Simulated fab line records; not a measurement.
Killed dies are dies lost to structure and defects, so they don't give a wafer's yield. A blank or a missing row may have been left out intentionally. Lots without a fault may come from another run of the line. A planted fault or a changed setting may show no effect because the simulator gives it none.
Matching of chambers | flow n5-finfet | N5_BEOL_M1_ETCH_77 on rie-diel-03: 3 sister chambers
The step etches underlayer in N2/H2, target depth 6.5 nm, time 5.2 s. 20 wafers are shown with their chamber, then 6 later ones without.

== EACH WAFER AND ITS CHAMBER ==
wafer  | chamber | oes-product-au (a.u.) | drypump-motor-current-A (A) | throttle-valve-pct (%)
L074.2 | 1       | 0.80                  | 6.0                         | 17.80
L074.3 | 0       | 0.63                  | 6.3                         | 17.83
L074.5 | 3       | 0.60                  | 5.6                         | 17.90
L075.3 | 3       | 0.60                  | 5.6                         | 17.93
L075.5 | 1       | 0.78                  | 6.0                         | 17.79
L075.6 | 3       | 0.60                  | 5.6                         | 17.94
L077.2 | 1       | 0.77                  | 6.0                         | 17.79
L077.4 | 1       | 0.78                  | 6.1                         | 17.79
L077.5 | 0       | 0.64                  | 6.3                         | 17.88
L078.1 | 0       | 0.63                  | 6.3                         | 17.86
L078.3 | 1       | 0.78                  | 6.0                         | 17.79
L078.5 | 0       | 0.63                  | 6.3                         | 17.86
L079.3 | 3       | 0.60                  | 5.6                         | 17.95
L079.4 | 3       | 0.60                  | 5.6                         | 17.94
L079.6 | 0       | 0.63                  | 6.4                         | 17.85
L080.1 | 0       | 0.64                  | 6.4                         | 17.86
L080.3 | 3       | 0.61                  | 5.6                         | 17.96
L080.4 | 1       | 0.76                  | 6.0                         | 17.80
L082.1 | 1       | 0.77                  | 6.0                         | 17.83
L082.3 | 3       | 0.60                  | 5.6                         | 17.94

SIGNATURES (means of the wafers above)
reading                 | chamber 0 | chamber 1 | chamber 3 | scatter within a chamber
oes-product-au          | 0.6333    | 0.7771    | 0.6014    | 0.00827
drypump-motor-current-A | 6.333     | 6.014     | 5.600     | 0.0359
throttle-valve-pct      | 17.8567   | 17.7986   | 17.9371   | 0.0167
Rule: a wafer lies at a distance from a chamber equal to the root of the sum of squares, over the readings, of (its reading less the chamber's mean, divided by the reading's scatter). The wafer belongs to the nearest chamber; if the next one is less than 2 further off, it can't be placed. How the scatter is found: for the shown wafers, subtract from each reading the mean of its chamber, square and add these, divide the total by (wafers less chambers), then take the root.

== WAFERS MISSING THEIR CHAMBER ==
wafer  | oes-product-au (a.u.) | drypump-motor-current-A (A) | throttle-valve-pct (%)
L089.3 | 0.59                  | 5.6                         | 18.00
L089.6 | 0.74                  | 6.1                         | 17.82
L091.1 | 0.59                  | 5.6                         | 17.97
L091.2 | 0.62                  | 6.4                         | 17.87
L093.1 | 0.61                  | 6.4                         | 17.90
L093.3 | 0.60                  | 5.6                         | 18.01

== EACH ONE'S CHAMBER ==
wafer  | from the rows above | in truth
L089.3 | 3                   | 3
L089.6 | 1                   | 1
L091.1 | 3                   | 3
L091.2 | 0                   | 0
L093.1 | 0                   | 0
L093.3 | 3                   | 3
Placed correctly: 6 of 6. Can't be placed from these rows: 0. 0 placed wrongly.
